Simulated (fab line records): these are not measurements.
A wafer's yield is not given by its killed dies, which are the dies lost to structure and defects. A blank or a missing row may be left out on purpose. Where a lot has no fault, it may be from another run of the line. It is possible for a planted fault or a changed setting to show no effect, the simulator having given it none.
The tool behind it: which one? ; flow nand_harc ; Sampling: 10 lots, 30 wafers, 4 of 1302 route steps

== WHAT EACH GAUGE READ, for each wafer ==
NHARC_P_GATE_CD_MEAS_46: the cd target is 720 nm.
lot;measured;on;cd_nm (nm)
L982;day 5 22:09;cd_sem-01;715.4 716.1 715.0
L986;day 7 07:43;cd_sem-03;718.5 716.9 716.0
L987;day 7 17:00;cd_sem-03;716.8 716.0 719.7
L991;day 9 01:28;cd_sem-01;716.5 716.8 719.7
L992;day 9 16:50;cd_sem-02;695.7 700.1 697.8
L996;day 11 14:57;cd_sem-02;717.4 720.8 720.9
L101;day 13 16:48;cd_sem-01;716.1 716.3 719.9
L102;day 13 20:43;cd_sem-01;719.9 721.3 723.4
L103;day 14 08:16;cd_sem-03;719.3 721.6 724.6
L105;day 14 22:43;cd_sem-02;717.3 718.1 717.6

== EACH LOT AND THE TOOL THAT RAN IT (in order: tool; ch and the chambers of the sampled wafers; start) ==
lot;NHARC_P_GATE_ETCH_104;NHARC_P_GATE_STRIP_108;NHARC_P_GATE_EXPOSE_43
L982;rie_diel-01 ch 0,1,2, day 5 10:28;rie_diel-10 ch 0,2,3, day 5 11:02;krf_scanner-01 ch 0, day 5 22:00
L986;rie_diel-10 ch 0,1, day 6 20:01;rie_diel-01 ch 0,1,2, day 6 20:32;krf_scanner-02 ch 0, day 7 07:34
L987;rie_diel-01 ch 0,1,2, day 7 03:11;rie_diel-13 ch 0,1,3, day 7 03:46;krf_scanner-04 ch 0, day 7 16:51
L991;rie_diel-10 ch 0,1,2, day 8 13:43;rie_diel-01 ch 0,1,3, day 8 14:16;krf_scanner-01 ch 0, day 9 01:19
L992;rie_diel-13 ch 0,2,3, day 9 04:40;rie_diel-13 ch 1,2, day 9 05:12;krf_scanner-01 ch 0, day 9 16:41
L996;rie_diel-13 ch 1,2,3, day 11 03:09;rie_diel-13 ch 0,1,3, day 11 03:45;krf_scanner-01 ch 0, day 11 14:48
L101;rie_diel-10 ch 2,3, day 13 05:10;rie_diel-13 ch 1,2,3, day 13 05:42;krf_scanner-01 ch 0, day 13 16:38
L102;rie_diel-01 ch 0,2,3, day 13 09:03;rie_diel-01 ch 0,1,3, day 13 09:37;krf_scanner-01 ch 0, day 13 20:33
L103;rie_diel-13 ch 1,2,3, day 13 20:37;rie_diel-10 ch 2,3, day 13 21:09;krf_scanner-02 ch 0, day 14 08:07
L105;rie_diel-01 ch 0,1,3, day 14 11:05;rie_diel-10 ch 0,1,2, day 14 11:37;krf_scanner-04 ch 0, day 14 22:34
- NHARC_P_GATE_ETCH_104: etches the open film in CF4/CHF3, target depth 60 nm.
- NHARC_P_GATE_STRIP_108: strips in O2.
- NHARC_P_GATE_EXPOSE_43: exposes mask P NSD, target cd 720 nm.

== THE ANSWER, worked out from the rows above alone ==
Rule: usual is defined by the lots themselves. The widest of any qualifying gaps counts: lots, ordered by their means at a reading, are off when they make up no more than a third of the lots, leave a main group of 4 or more, and stand apart from it by 3 or more times the standard deviation of that group's means. Not used: any main group whose means are identical at the precision the tables above print for the reading. A lot without any number at a reading at which 4 lots or more have one is off too. All remaining lots with rows at the step are treated as sound.
Off, at NHARC_P_GATE_CD_MEAS_46 on cd_nm: L992. Mean 718.4 nm and standard deviation 2 in the main group.
A tool fits if, at a process step before that reading, it ran every lot that is off, and no sound lot after the first of them. Those tools and the gauges at NHARC_P_GATE_CD_MEAS_46 are tried in the same way. Of those tried, none fits.

== WHAT THE SIMULATOR HAD PUT IN ==
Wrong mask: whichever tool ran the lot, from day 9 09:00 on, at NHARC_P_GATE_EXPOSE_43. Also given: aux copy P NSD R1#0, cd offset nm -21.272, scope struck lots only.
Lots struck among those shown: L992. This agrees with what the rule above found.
